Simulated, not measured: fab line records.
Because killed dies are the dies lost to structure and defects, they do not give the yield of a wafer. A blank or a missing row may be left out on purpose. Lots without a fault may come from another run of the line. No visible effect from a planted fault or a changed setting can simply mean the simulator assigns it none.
Problem report, 8D (eight disciplines) form, completed by code ; flow nand-harc ; the parts of the form that need people (team, actions taken, sign-off) are left out

1. WHAT WENT WRONG
Wafers without a fault read 119.8 nm, standard deviation 0.61; cd-nm at NHARC_P_GATE_CD_MEAS_26 reads a mean of 112.8 nm on 6 wafers belonging to 2 lots. Measured from the usual mean, that is -11 standard deviations.
The step: target cd 120 nm.
First observed at day 11 04:24: wafer L558.1, on cd-sem-03. The record holds 36 wafers of 12 lots with a number at this step. By rule, "out" or "out of limits" means more than 4 standard deviations away from the usual mean. Any other wafer with a number is counted as sound.

2. WHAT IT IS; WHAT IT IS NOT
question;is;is not
which readings at this step;cd-nm;-
which lots;L558, L559;L543, L544, L546, L548, L549, L561, L562, L563, L564, L566
which wafers of those lots;all that have a number;-
read on which gauges;cd-sem-03;cd-sem-01, cd-sem-02
when;from day 11 04:24;"up to then (15 sound wafers); but 15 sound wafers of L561, L562, L563, L564, L566 came after"

3. WHAT RULES OUT EACH SUSPECT
Counting: any tool at a process step up to the reading is kept as a suspect provided that every lot that is out went through it and no sound lot did after the first of them.
- the gauge at NHARC_P_GATE_CD_MEAS_26: kept. All the wafers that are out were read on cd-sem-03, and no step on other tools shows them out.
- rie-diel-03 at NHARC_P_GATE_DESCUM_13 (chemistry O2, time 3 s): ruled out as a lasting fault. After its first lot that is out, L558 (day 10 14:23), sound lots L566 ran on it.
- litho-track-06 at NHARC_P_GATE_PEB_24 (peb time 65 s): kept. It processed each lot that is out, first L558 at day 11 04:19, and no sound lot thereafter; up to then, the last sound lot it processed was L548 at day 7 03:48.
After counting, litho-track-06 at NHARC_P_GATE_PEB_24 and cd-sem-03 at NHARC_P_GATE_CD_MEAS_26 remain.

4. THE CAUSE (what the simulator had put in)
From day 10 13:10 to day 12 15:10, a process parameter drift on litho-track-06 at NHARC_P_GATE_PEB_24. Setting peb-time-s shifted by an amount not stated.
Counting left 2 suspects, and this tool is among them.

5. THE CHAIN OF EFFECTS, in route order
One row per reading whose mean, taken over the struck wafers that have a number, lies over 3 standard deviations from the usual. Only readings for which the record gives a usual standard deviation are gone through. hours: the time from each lot's start at the first step in this table that gives one to its start at this step, as a median over the lots. sigmas: the change in usual standard deviations.
hours;step;reading;usual;on struck wafers;change;sigmas
0;NHARC_P_GATE_CD_MEAS_26;cd-nm;119.8 nm;112.8;-7.0;-11

6. HOW IT WOULD HAVE BEEN CAUGHT EARLIER
Counted from the fault's start at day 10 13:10, it took 15 hours until the first out-of-limits reading at a measuring or inspecting step in this record, taken at day 11 04:24.
Of the tool readings at NHARC_P_GATE_PEB_24 for which the record gives a usual standard deviation, none was out on any struck wafer, so an alarm limit of 4 standard deviations on them would not have fired.
Among the 2 lots that are out, L559 began NHARC_P_GATE_PEB_24 on litho-track-06 after day 11 04:24. It would have been spared by a hold on the tool at that moment.
